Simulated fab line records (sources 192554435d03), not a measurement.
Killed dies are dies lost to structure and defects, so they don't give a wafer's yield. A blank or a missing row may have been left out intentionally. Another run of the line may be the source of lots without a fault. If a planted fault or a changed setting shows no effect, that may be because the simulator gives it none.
Chamber matching -- flow n5-finfet -- N5_HKMG_FIN_PWFM_ALD_03 on ald-metal-03 has 4 sister chambers
The step deposits TiN, target thk 2 nm, pulse time 1 s, purge time 3 s. 8 wafers are shown with their chamber, then 8 later ones without.

== WAFERS, EACH WITH ITS CHAMBER ==
wafer,chamber,heater-power-w (W),heater-power-outer-w (W)
L081.3,3,707,477
L081.4,1,927,580
L081.5,3,720,478
L082.3,2,836,509
L087.2,1,941,585
L087.3,2,840,533
L087.4,0,844,504
L091.2,0,843,499

== WAFERS WITHOUT THEIR CHAMBER ==
wafer,heater-power-w (W),heater-power-outer-w (W)
L091.4,904,585
L091.5,855,495
L096.1,832,495
L096.2,817,525
L096.3,718,467
L096.4,903,581
L096.5,725,459
L096.6,813,534

== EACH ONE'S CHAMBER ==
wafer,from the rows above,in truth
L091.4,1,1
L091.5,0,0
L096.1,can't be placed: 0 or 2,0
L096.2,can't be placed: 2 or 0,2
L096.3,3,3
L096.4,1,1
L096.5,3,3
L096.6,can't be placed: 2 or 0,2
Correctly placed: 5 of 8. Cannot be placed on the basis of these rows: 3; the candidates contain the true chamber in 3. 0 placed wrongly.
How it was worked out, from the rows above alone: a wafer's distance from a chamber is the root of the sum, over the readings, of the square of ((its reading less the chamber's mean) divided by the reading's scatter). The wafer belongs to the nearest chamber; if the next one is less than 2 further off, it can't be placed. A chamber's mean is the mean of its shown wafers. The scatter is the square root of a quotient: the sum, over the shown wafers, of each reading's squared deviation from its chamber's mean, divided by wafers minus chambers.
